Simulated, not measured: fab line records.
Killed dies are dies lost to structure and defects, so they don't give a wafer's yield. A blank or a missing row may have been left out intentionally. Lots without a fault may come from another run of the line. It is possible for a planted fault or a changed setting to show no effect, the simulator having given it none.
fab line records    flow nand_harc
record: lots: 5  wafers: 15  last_day: 23
route steps=1159 shown P_M2@340 P_BONDPAD@351 END@1159
lots that met no fault: taken from a fault-free run of the same line
start_h: the number of hours between the record's first day and the start of the first shown wafer of the lot    wait_h: time in hours since the lot's previous step    " as in the row above    L1.1+2: one row covering several wafers at once    - no value, or no start was given    * or withheld: withheld    < > ~ a bound
route shown NAME@n: NAME is a module with steps in the file, n the number in the route of the first one    usual: mean/standard deviation of fault-free wafers    same: alike in all rows    chamber/n: place in a boat    sites: each site's reading    _std_site: their standard deviation    _edge_site: inner sites' mean taken away from outer sites' mean    radius_mm: how far each site lies from the wafer's centre    mask NAME#n: copy n    behind: the most recent tool/chamber to have shaped the wafer    hold: cause of the lot's hold/its duration in hours/its outcome    device: the transistor (n, p or np) that didn't switch    end of line: the tests these same wafers got at the end of their route    a step without rows: its recipe alone    killed: dies lost to structure and defects at the first sort, not the wafer's yield    map: dies across one wafer; x = killed, . = not, _ = none there
set.NAME: the setting that was run; set.NAME@STEP: the one run at that earlier step    model.NAME: the simulator's own value behind a step, which no gauge read
a table for each step, a row for each wafer; lots at some steps of the route
services: a tool's chamber out of use, with start hour (start_h, from the record's first day; less than 0 if before it), hours out, and reason
== steps ==
step: NHARC_P_M2_PVD_20
recipe: target_thk_a: 50  bias_v: 168.6  power_w: 15000  chamber_pressure_pa: 0.12  time_s: 8.06  substrate_temp_c: 50  material: TaN
step: NHARC_P_M2_PVD_21
recipe: target_thk_a: 300  chamber_pressure_pa: 5  power_w: 5000  substrate_temp_c: 30  time_s: 20.49  material: Cu
step: NHARC_P_M2_ECD_22
recipe: target_thk_a: 4000  bath_temp_c: 25  material: Cu
step: NHARC_P_M2_ANNEAL_31
recipe: temp_c: 225  time_s: 90
step: NHARC_P_M2_CMP_23
recipe: t_overpolish_s: 20  target_thk_nm: 144.3
step: NHARC_P_M2_SRD_25
step: NHARC_P_M2_PRE_CLEAN_32
recipe: time_s: 12  temp_c: 370  rf_power_w: 300  gas: NH3
step: NHARC_P_M2_DEP_33
recipe: target_thk_a: 300  temp_c: 370  target_thk_nm: 30  pressure_torr: 3  flow_sccm: 200  rf_w: 450  material: SiCN
step: NHARC_P_BONDPAD_DEP_00
recipe: target_thk_a: 2500  temp_c: 370  target_thk_nm: 250  pressure_torr: 3  flow_sccm: 200  rf_w: 450  material: SiCN
step: NHARC_P_BONDPAD_CMP_32
recipe: target_thk_nm: 200  material: SiCN
usual: motor_current_A: 11.8/1.2
lot.wafer  tool    chamber  start_h  wait_h  motor_current_A
L651.1     cmp-04  3        151.53   -       12.5
L651.4     "       0        "        "       11.8
L651.6     "       2        "        "       10.6
L656.1     cmp-02  0        171.74   -       10.2
L656.4     "       2        "        "       13.7
L656.5     "       0        "        "       10.2
L661.4     cmp-02  2        208.43   -       13.8
L661.2     "       1        "        "       11.9
L661.5     "       2        "        "       12.8
L666.4     cmp-02  1        234.82   -       11.4
L666.1     "       3        "        "       10.7
L666.5     "       1        "        "       11.9
L668.2     cmp-02  3        243.58   -       10.5
L668.1     "       1        "        "       11.3
L668.6     "       2        "        "       13.3
step: NHARC_P_BONDPAD_SRD_34
step: NHARC_P_BONDPAD_DEHYDRATE_01
recipe: temp_c: 150  time_s: 120
step: NHARC_P_BONDPAD_HMDS_02
recipe: time_s: 30
step: NHARC_P_BONDPAD_COAT_36
recipe: temp_c: 200  time_s: 65
step: NHARC_P_BONDPAD_COAT_03
recipe: spin_rpm: 2000  resist_thk_nm: 600
step: NHARC_P_BONDPAD_SOFTBAKE_04
recipe: temp_c: 125  time_s: 70
step: NHARC_P_BONDPAD_EBR_05
step: NHARC_P_BONDPAD_EXPOSE_06
recipe: na: 0.55  dose_mj: 37.06  mask_id: P_BPAD
step: NHARC_P_BONDPAD_PEB_07
recipe: peb_temp_c: 128  peb_time_s: 80
step: NHARC_P_BONDPAD_DEVELOP_08
recipe: time_s: 50  dev_temp_c: 22
step: NHARC_P_BONDPAD_HARDBAKE_10
recipe: temp_c: 118  time_s: 65
step: NHARC_P_BONDPAD_DESCUM_11
recipe: time_s: 3  o2_flow_sccm: 200  ar_flow_sccm: 0  bias_power_w: 0  chemistry: O2
step: NHARC_P_BONDPAD_ETCH_37
recipe: target_depth_a: 600  overetch_a: 180  time_s: 65.91  ion_energy_ev: 200  n2_flow_sccm: 150  h2_flow_sccm: 150  ar_flow_sccm: 0  rf_w: 400  bias_w: 150  chemistry: N2/H2
step: NHARC_P_BONDPAD_ETCH_12
recipe: target_depth_a: 2000  time_s: 100  chf3_flow_sccm: 50  o2_flow_sccm: 10  ar_flow_sccm: 200  rf_w: 500  bias_w: 200  chemistry: CHF3/O2
step: NHARC_P_BONDPAD_STRIP_15
recipe: o2_flow_sccm: 500  ar_flow_sccm: 0  bias_w: 0  chemistry: O2
step: NHARC_P_BONDPAD_ETCH_24
recipe: target_depth_a: 300  over_etch_frac: 0.3  time_s: 72.99  ion_energy_ev: 150  cf4_flow_sccm: 50  n2_flow_sccm: 100  ar_flow_sccm: 150  rf_w: 300  bias_w: 100  chemistry: CF4/N2
step: NHARC_P_BONDPAD_STRIP_16
recipe: time_s: 600  temp_c: 30  chemistry: post_etch_residue_remover
step: NHARC_P_BONDPAD_DEGAS_25
recipe: temp_c: 300  time_s: 60
step: NHARC_P_BONDPAD_PRE_CLEAN_26
recipe: time_s: 30  temp_c: 280  gas: H2/He
step: NHARC_P_BONDPAD_PVD_17
recipe: target_thk_a: 50  bias_v: 168.6  power_w: 15000  chamber_pressure_pa: 0.12  time_s: 8.06  substrate_temp_c: 50  material: TaN
step: NHARC_P_BONDPAD_PVD_27
recipe: target_thk_a: 300  chamber_pressure_pa: 5  power_w: 5000  substrate_temp_c: 30  time_s: 20.49  material: Cu
step: NHARC_P_BONDPAD_ECD_18
recipe: target_thk_a: 4000  bath_temp_c: 25  material: Cu
step: NHARC_P_BONDPAD_ANNEAL_28
recipe: temp_c: 225  time_s: 90
step: NHARC_P_BONDPAD_CMP_19
recipe: t_overpolish_s: 30  cu_recess_touch_s: 16  target_thk_nm: 160.81
step: NHARC_END_SORT_01
recipe: temp_c: 25
usual: defect_limited_yield: 96.2/1.3  killed_at_array: 21/8.9  killed_at_other: 0.8/1.3  killed_at_periphery: 3.6/2.4  killed_dies: 26/8.9  killed_open: 3.1/1.8  killed_short: 1.9/1.3  sort_bin_2_pct: 1.2/0.54  sort_bin_3_pct: 0.21/0.17  sort_bin_4_pct: 2.4/0.91  sort_n_pass: 651/8.9  sort_rim_yield_pct: 95.0/2.8  sort_yield_pct: 96.2/1.3
same: gross_dies: 677  sort_bin_5_pct[%]: 0  sort_bin_6_pct[%]: 0  sort_bin_7_pct[%]: 0  sort_bin_8_pct[%]: 0  sort_rim_n_gross: 106.00
lot.wafer  tool       chamber  start_h  wait_h  defect_limited_yield[%]  killed_at_array  killed_at_other  killed_at_periphery  killed_dies  killed_open  killed_short  sort_bin_2_pct[%]  sort_bin_3_pct[%]  sort_bin_4_pct[%]  sort_n_pass  sort_rim_yield_pct[%]  sort_yield_pct[%]
L656.1     prober-02  0        485.01   2.5     93.9                     37               0                4                    41           4            0             1.9                0.15               4.0                636          92.5                   93.9
L656.4     prober-02  0        487.39   3.4     92.2                     48               0                5                    53           2            3             2.7                0.44               4.7                624          95.3                   92.2
L656.5     prober-02  0        488.19   3.7     94.8                     30               1                4                    35           4            3             1.3                0.30               3.5                642          94.3                   94.8
L661.2     prober-01  0        524.34   2.8     49.0                     28               0                317                  345          6            1             18.3               2.66               30.0               332          44.3                   49.0
L661.4     prober-01  0        525.94   3.4     94.5                     28               1                8                    37           5            3             1.8                0.59               3.1                640          96.2                   94.5
L661.5     prober-01  0        526.74   3.7     95.7                     27               0                2                    29           2            0             1.6                0.44               2.2                648          95.3                   95.7
L668.1     prober-01  0        543.34   2.5     55.7                     22               0                278                  300          2            1             14.2               2.81               27.3               377          52.8                   55.7
L668.2     prober-01  0        544.13   2.8     95.6                     28               0                2                    30           6            1             1.3                0.44               2.7                647          97.2                   95.6
L668.6     prober-01  0        547.32   4.0     96.6                     22               0                1                    23           2            1             1.2                0.44               1.8                654          100.0                  96.6
L666.1     prober-01  0        551.08   2.5     95.6                     23               1                6                    30           3            5             0.9                0.59               3.0                647          99.1                   95.6
L666.4     prober-01  0        553.49   3.4     58.5                     21               0                260                  281          2            3             16.0               3.55               22.0               396          51.9                   58.5
L666.5     prober-01  0        554.29   3.7     54.1                     17               0                294                  311          2            2             17.0               2.51               26.4               366          51.9                   54.1
killed by level:class
L656.1 A_CHANNEL_HOLE_D1:chamber_film_flake=15 A_SLIT:chamber_film_flake=7 A_M0:chamber_film_flake=6 A_CONTACT:chamber_film_flake=4 P_GATE:chamber_film_flake=2 P_M2:geometric_particle:open=1 A_CHANNEL_FILL_D1:geometric_particle:open=1 A_SGD_CUT:geometric_particle:open=1
L656.4 A_CHANNEL_HOLE_D1:chamber_film_flake=21 A_SLIT:chamber_film_flake=15 A_M0:chamber_film_flake=5 P_GATE:chamber_film_flake=3 A_WL_FILL:geometric_particle:short=2 A_CONTACT:geometric_particle:open=2 P_M0:chamber_film_flake=2 A_SGD_CUT:geometric_particle:short=1
L656.5 A_CHANNEL_HOLE_D1:chamber_film_flake=13 A_SLIT:chamber_film_flake=7 A_M0:chamber_film_flake=4 A_ONON_D1:geometric_particle:short=2 P_M0:geometric_particle:open=1 A_WL_FILL:geometric_particle:open=1 A_CONTACT:geometric_particle:open=1 A_M1:geometric_particle:short=1
L661.2 P_BONDPAD:unspecified=309 A_CHANNEL_HOLE_D1:chamber_film_flake=20 P_ZERO_WELL:chamber_film_flake=5 A_M0:geometric_particle:open=3 A_SLIT:chamber_film_flake=2 P_CONTACT:geometric_particle:open=1 P_M0:geometric_particle:open=1 P_M0:geometric_particle:short=1
L661.4 A_CHANNEL_HOLE_D1:chamber_film_flake=18 A_SLIT:chamber_film_flake=6 P_ZERO_WELL:chamber_film_flake=3 P_CONTACT:geometric_particle:open=1 P_M0:geometric_particle:open=1 P_M2:geometric_particle:short=1 A_ONON_D1:geometric_particle:open=1 A_SGD_CUT:geometric_particle:short=1
L661.5 A_CHANNEL_HOLE_D1:chamber_film_flake=16 A_SLIT:chamber_film_flake=5 A_CONTACT:chamber_film_flake=3 P_ZERO_WELL:chamber_film_flake=2 A_CONTACT:geometric_particle:open=1 A_M0:geometric_particle:open=1 A_WL_FILL:chamber_film_flake=1
L668.1 P_BONDPAD:unspecified=278 A_CHANNEL_HOLE_D1:chamber_film_flake=16 A_STAIRCASE:chamber_film_flake=3 A_CONTACT:geometric_particle:open=2 A_WL_FILL:geometric_particle:short=1
L668.2 A_CHANNEL_HOLE_D1:chamber_film_flake=19 P_GATE:geometric_particle:open=2 A_CONTACT:geometric_particle:open=2 A_STAIRCASE:chamber_film_flake=2 A_CHANNEL_HOLE_D1:geometric_particle:short=1 A_CHANNEL_HOLE_D1:geometric_particle:open=1 A_SGD_CUT:geometric_particle:open=1 A_SLIT:chamber_film_flake=1
L668.6 A_CHANNEL_HOLE_D1:chamber_film_flake=16 A_CONTACT:chamber_film_flake=3 A_CONTACT:geometric_particle:open=2 A_BLC:geometric_particle:short=1 P_GATE:chamber_film_flake=1
L666.1 A_CHANNEL_HOLE_D1:chamber_film_flake=19 P_M0:geometric_particle:short=2 P_GATE:geometric_particle:open=1 P_CONTACT:geometric_particle:open=1 A_SOURCE_PLATE:geometric_particle:short=1 A_CONTACT:geometric_particle:open=1 A_M1:geometric_particle:short=1 STARTING-WAFER:geometric_particle:short=1
L666.4 P_BONDPAD:unspecified=259 A_CHANNEL_HOLE_D1:chamber_film_flake=14 A_ONON_D1:geometric_particle:short=2 A_STAIRCASE:chamber_film_flake=2 P_GATE:geometric_particle:open=1 A_WL_FILL:geometric_particle:short=1 A_BLC:geometric_particle:open=1 A_WL_FILL:chamber_film_flake=1
L666.5 P_BONDPAD:unspecified=292 A_CHANNEL_HOLE_D1:chamber_film_flake=14 P_GATE:geometric_particle:open=1 P_CONTACT:geometric_particle:open=1 A_WL_FILL:geometric_particle:short=1 A_M1:geometric_particle:short=1 A_WL_FILL:chamber_film_flake=1
map L661.2 (x killed, . not)
____________x____________
_________.x.xxxx_________
_______.xx..x..x.._______
______x.xxxxx.x.xx.______
_____xxx.xxx.x...x.x_____
____x...xxxx.x...x...____
____.x.x..x...x.x.x.x____
___x.xxxxxx.xxx.xxxxxx___
___..x...x..xx..x.xx..___
__x.x.x.xx.xx....xxxxxx__
__..x.xx...xx.......xxx__
_.xxxx.xx.x..x.x..xx.x.._
_.xx.xxxxx...x.......x.._
_.xxxxxxxx..xxx..x.x.x.._
_.x.xxxxx..x..xxxx.xx.xx_
_xx.xx..xxx.x.x.x.xxx..._
...x.xx.x.x...xxxxxx....x
xx...x.x..x.x.x.xxxx....x
x..xx.x..xxx..x.x...xx...
..xx.x.x.xx...xx..xx.xxx.
....x....xxx..........xx.
_x.xx.x.xxxx..x...xxxx.._
_x...x..xx.x.x....x.x.xx_
_xx.x...x.xxxx.....x.xx._
_xxxxx..x...xx..x..xx.xx_
_xxxxx....x..xx...xxxxxx_
__......xxxx..x.xx.xxx.__
__xx.x....xx.....xx..xx__
___......x.x.xxx..x.xx___
___xxxxx.xx..x..x.xxx.___
____x.xx......xx.xxx.____
____.xx...x.xx..xx.x.____
_____x.x...x..xx..xx_____
______x..x..x.xxxxx______
_______..xxx.x.x.x_______
_________x.xxx.._________
____________x____________
map L666.5 (x killed, . not)
____________.____________
_________x..x.xx_________
_______.xx.......x_______
______x.x...xx..x..______
_____x.x.x..x.xxxxxx_____
____xxx.x..x..x.x...x____
____xx...xx..x.xx.xxx____
___x...xx..xx..x.xxxx.___
___x.....xxx..x..xx.xx___
__..xxx....x......xxx..__
__xx.xxxx.x..xx...xxx..__
_xx...x.x....x......xx.._
_xxx.x.xxxx....xxxxx.x.._
_x.x.xxx..xxx..x.x.xxx.._
_x..xx.xxxx..xxxxxxxx..._
_..x.xx.xx.xxxxx.x..xx.x_
x..x.x.xxxxxx...x..x..xx.
....x..xx..x.xxx....xx.xx
x.x....xxx.xxx.x......xxx
x.xxxx.x.......x..x.x....
.xxx...x......x.x...xxxx.
_xxx.x....x..x....x...x._
_.x....xx.x..x..xxx...x._
_xxx......x...x....x.x.._
_...xxx.......xx.x..x..x_
_.x..x.......xxx.x..x..._
__..xxx.xx.xxxx...x...x__
__xx.....x.x.xxxxx.xxxx__
___.xxxx.x...x...xxxxx___
___x.x.x.xxxx.x...x..x___
____xxx..xx..x.x..x..____
____...x..xxxx..xx.x.____
_____...x.xx.x.....x_____
______xxx..x.....xx______
_______..x.x....x._______
_________......x_________
____________.____________
== services ==
tool    chamber  start_h  hours  kind
cmp-02  -        128.50   4.0    pm
cmp-02  -        132.50   -      consumable_replace:conditioner
cmp-02  -        132.50   -      consumable_replace:pad
cmp-02  -        167.06   1.8    repair
cmp-04  -        203.00   4.0    pm
cmp-04  -        207.00   -      consumable_replace:conditioner
cmp-04  -        207.00   -      consumable_replace:pad
cmp-04  -        214.40   0.7    repair
cmp-02  -        226.50   4.0    pm
cmp-04  -        228.49   3.0    repair
cmp-02  -        230.50   -      consumable_replace:conditioner
cmp-02  -        230.50   -      consumable_replace:pad
cmp-02  -        236.21   0.5    repair
== key ==
first_sign: step: NHARC_END_SORT_01  reading: killed_at_periphery  direction: up  sigmas: 99+  usual: 3.6  struck: 287.2
effect: step: NHARC_END_SORT_01  reading: killed_dies  direction: up  sigmas: 32  usual: 26  struck: 309
more_kills_born_at: NHARC_P_BONDPAD_CMP_32@cmp-02: 1138
met_at NHARC_P_BONDPAD_CMP_32
struck_wafers L661.2,L666.4,L666.5,L668.1
fault: kind: chamber_particle_source  tool: cmp-02  chamber: 1  onset_h: 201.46  steps: NHARC_P_BONDPAD_CMP_32  rate_per_visit_cm2: 0.61997  end_h: 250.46
